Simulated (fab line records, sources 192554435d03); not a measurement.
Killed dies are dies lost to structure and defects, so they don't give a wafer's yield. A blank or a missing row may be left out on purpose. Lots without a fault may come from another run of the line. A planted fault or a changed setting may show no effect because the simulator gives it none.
Split-lot experiment | flow n5_finfet | 7 lots, 21 wafers read, on a route of 1938 steps

THE SPLIT
At N5_BEOL_M4_DESCUM_33 (chemistry O2, time 7 s), the setting time_s was moved away from the recipe's 7 s on 7 of the 21 wafers read, by -19.2% to +21.5%. The other wafers ran this setting at the recipe's value.

FROM THE SPLIT TO THE READING: what the file shows between them, 3 steps
- N5_BEOL_M4_ETCH_77: etches underlayer in N2/H2, target depth 6.5 nm, time 5.2 s
- N5_BEOL_M4_ETCH_69: etches SiARC in CF4, target depth 15.6 nm, time 26 s
- N5_BEOL_M4_ALD_98: deposits SiO2, target thk 2.5 nm, pulse time 1 s, co reactant pulse time 1 s

THE READING
CAR-EUV_of_BEOL_M4_COAT_22.thk_nm (the simulator's own value, which no gauge read), in nm, at N5_BEOL_M4_ETCHBACK_99 (etches SiO2 in CHF3, target depth 5 nm, time 10.4 s). The file gives no usual value for it. The 14 wafers here that ran the recipe average 10.3 nm, standard deviation 0.12 nm.

wafer  | tool, chamber at the split | time_s as run, s | against the recipe | CAR-EUV_of_BEOL_M4_COAT_22.thk_nm, nm | against lot-mates on the recipe
L074.2 | rie_diel-04, 2             | 8.503            | +21.5%             | 9.6                                   | -0.8
L074.3 | rie_diel-04, 0             | 7                | recipe             | 10.4                                  | -
L074.6 | rie_diel-04, 1             | 7                | recipe             | 10.4                                  | -
L078.4 | rie_diel-05, 2,3,0         | 7                | recipe             | 10.4                                  | -
L078.5 | rie_diel-05, 2,3,0         | 7                | recipe             | 10.2                                  | -
L078.6 | rie_diel-05, 2,3,0         | 7                | recipe             | 10.2                                  | -
L080.1 | rie_diel-06, 2,1           | 7                | recipe             | 10.4                                  | -
L080.5 | rie_diel-06, 2,1           | 7                | recipe             | 10.2                                  | -
L080.6 | rie_diel-06, 2             | 6.107            | -12.8%             | 10.8                                  | +0.5
L081.3 | rie_diel-04, 0             | 7                | recipe             | 10.4                                  | -
L081.4 | rie_diel-04, 2             | 5.658            | -19.2%             | 11.2                                  | +0.7
L081.5 | rie_diel-04, 0             | 7                | recipe             | 10.6                                  | -
L089.2 | rie_diel-06, 0             | 5.693            | -18.7%             | 11                                    | +0.8
L089.5 | rie_diel-06, 2             | 5.693            | -18.7%             | 11                                    | +0.8
L089.4 | rie_diel-06, 1             | 7                | recipe             | 10.2                                  | -
L092.1 | rie_diel-05, 2             | 7                | recipe             | 10.4                                  | -
L092.5 | rie_diel-05, 2             | 7                | recipe             | 10.4                                  | -
L092.3 | rie_diel-05, 3             | 8.275            | +18.2%             | 9.8                                   | -0.6
L095.1 | rie_diel-06, 3,0           | 7                | recipe             | 10.2                                  | -
L095.3 | rie_diel-06, 3,0           | 7                | recipe             | 10.2                                  | -
L095.2 | rie_diel-06, 1             | 8.243            | +17.8%             | 9.6                                   | -0.6
Where a row lists several chambers, the file gives one row for several wafers and doesn't say which wafer went through which chamber.

THE FIT
A straight line over all 21 wafers: CAR-EUV_of_BEOL_M4_COAT_22.thk_nm changes by -0.0368 nm for each +1% of time_s; r = -0.96; the points scatter about the line by 0.12 nm.
The same after taking each lot's own level away (the mean of its wafers on the recipe; 21 wafers): -0.0378 nm for each +1%; r = -0.99; scatter 0.07 nm.
On that fit, the largest move of time_s shifts the reading by 0.81 nm.
The lots' own levels span 10.20 to 10.50 nm, that is 2.5 times the standard deviation above.
So the lot-to-lot level changes the slope little: the two slopes agree.
Check: with one of the wafers moved furthest among these (+21.5%) left out of the fit, the line predicts -0.792 nm for it against its lot-mates. It came out at -0.8 nm against them.

OTHER SPLITS ON THESE WAFERS
These wafers also went through other splits before the reading. Each is held against what the fit with the lots' levels taken away leaves over:
other split on the same wafers    | wafers away from the commonest value | r with CAR-EUV_of_BEOL_M4_COAT_22.thk_nm (lot level and that fit taken away)
N5_BEOL_M1_EXPOSE_25 dose_mj      | 7                                    | -0.27
N5_BEOL_M2_EXPOSE_08 dose_mj      | 7                                    | -0.08
N5_BEOL_M3_ETCH_41 target_depth_a | 10                                   | +0.00

THE WHOLE CHAIN: every reading that the file lists as answering this split, in the file's order
step                   | what it does                                        | reading                                                                            | change (the file's fit)                | r (the file's)
N5_BEOL_M4_DESCUM_33   | chemistry O2, time 7 s                              | CAR-EUV_of_BEOL_M4_COAT_22.thk_nm (the simulator's own value, which no gauge read) | -0.0346 nm for each +1% of the setting | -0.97
N5_BEOL_M4_ETCHBACK_99 | etches SiO2 in CHF3, target depth 5 nm, time 10.4 s | CAR-EUV_of_BEOL_M4_COAT_22.thk_nm (the simulator's own value, which no gauge read) | -0.037 nm for each +1% of the setting  | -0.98

THE FILE'S OWN FIT
CAR-EUV_of_BEOL_M4_COAT_22.thk_nm changes by -0.037 nm for each +1% of time_s, r = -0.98.
